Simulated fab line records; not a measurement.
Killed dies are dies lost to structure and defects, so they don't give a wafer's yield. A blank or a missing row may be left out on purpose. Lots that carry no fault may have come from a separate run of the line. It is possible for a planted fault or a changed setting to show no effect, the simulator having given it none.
Chamber matching || flow n5 finfet || 4 sister chambers for N5_SD_EPI_P_SD_RECESS_17 on rie si-05
The step chemistry HBr/Cl2/O2, target depth 39.1 nm, bt time 3 s. 8 wafers are shown with their chamber, then 9 later ones without.

== WAFERS PAIRED WITH THEIR CHAMBERS ==
{"wafer": "L082.2", "chamber": 1, "drypump motor current A (A)": 5.8, "throttle valve pct (%)": 36.67}
{"wafer": "L082.4", "chamber": 3, "drypump motor current A (A)": 4.8, "throttle valve pct (%)": 37.24}
{"wafer": "L085.3", "chamber": 0, "drypump motor current A (A)": 5.0, "throttle valve pct (%)": 36.65}
{"wafer": "L085.5", "chamber": 1, "drypump motor current A (A)": 5.8, "throttle valve pct (%)": 36.68}
{"wafer": "L085.6", "chamber": 0, "drypump motor current A (A)": 5.0, "throttle valve pct (%)": 36.63}
{"wafer": "L089.2", "chamber": 3, "drypump motor current A (A)": 4.8, "throttle valve pct (%)": 37.24}
{"wafer": "L089.4", "chamber": 2, "drypump motor current A (A)": 5.1, "throttle valve pct (%)": 37.09}
{"wafer": "L089.5", "chamber": 2, "drypump motor current A (A)": 5.2, "throttle valve pct (%)": 37.10}

== WAFERS MISSING THEIR CHAMBER ==
{"wafer": "L090.1", "drypump motor current A (A)": 4.9, "throttle valve pct (%)": 37.25}
{"wafer": "L090.3", "drypump motor current A (A)": 5.2, "throttle valve pct (%)": 37.09}
{"wafer": "L090.5", "drypump motor current A (A)": 5.8, "throttle valve pct (%)": 36.67}
{"wafer": "L091.3", "drypump motor current A (A)": 5.2, "throttle valve pct (%)": 37.08}
{"wafer": "L091.5", "drypump motor current A (A)": 4.9, "throttle valve pct (%)": 37.26}
{"wafer": "L091.6", "drypump motor current A (A)": 5.0, "throttle valve pct (%)": 36.64}
{"wafer": "L097.1", "drypump motor current A (A)": 4.8, "throttle valve pct (%)": 37.23}
{"wafer": "L097.3", "drypump motor current A (A)": 5.0, "throttle valve pct (%)": 36.66}
{"wafer": "L097.6", "drypump motor current A (A)": 5.8, "throttle valve pct (%)": 36.68}

== EACH ONE'S CHAMBER ==
{"wafer": "L090.1", "from the rows above": 3, "in truth": 3}
{"wafer": "L090.3", "from the rows above": 2, "in truth": 2}
{"wafer": "L090.5", "from the rows above": 1, "in truth": 1}
{"wafer": "L091.3", "from the rows above": 2, "in truth": 2}
{"wafer": "L091.5", "from the rows above": 3, "in truth": 3}
{"wafer": "L091.6", "from the rows above": 0, "in truth": 0}
{"wafer": "L097.1", "from the rows above": 3, "in truth": 3}
{"wafer": "L097.3", "from the rows above": 0, "in truth": 0}
{"wafer": "L097.6", "from the rows above": 1, "in truth": 1}
Correctly placed: 9 of 9. Left unplaced by these rows: 0. Placed wrongly: 0.
How it was worked out, from the rows above alone: a wafer's distance from a chamber is the root of the sum, over the readings, of the square of ((its reading less the chamber's mean) divided by the reading's scatter). If the next closest chamber is less than 2 further off than the closest, the wafer can't be placed; otherwise it belongs to the closest. Each chamber's mean is taken over the wafers shown for it. The scatter is the square root of a quotient: the sum, over the shown wafers, of each reading's squared deviation from its chamber's mean, divided by wafers minus chambers.
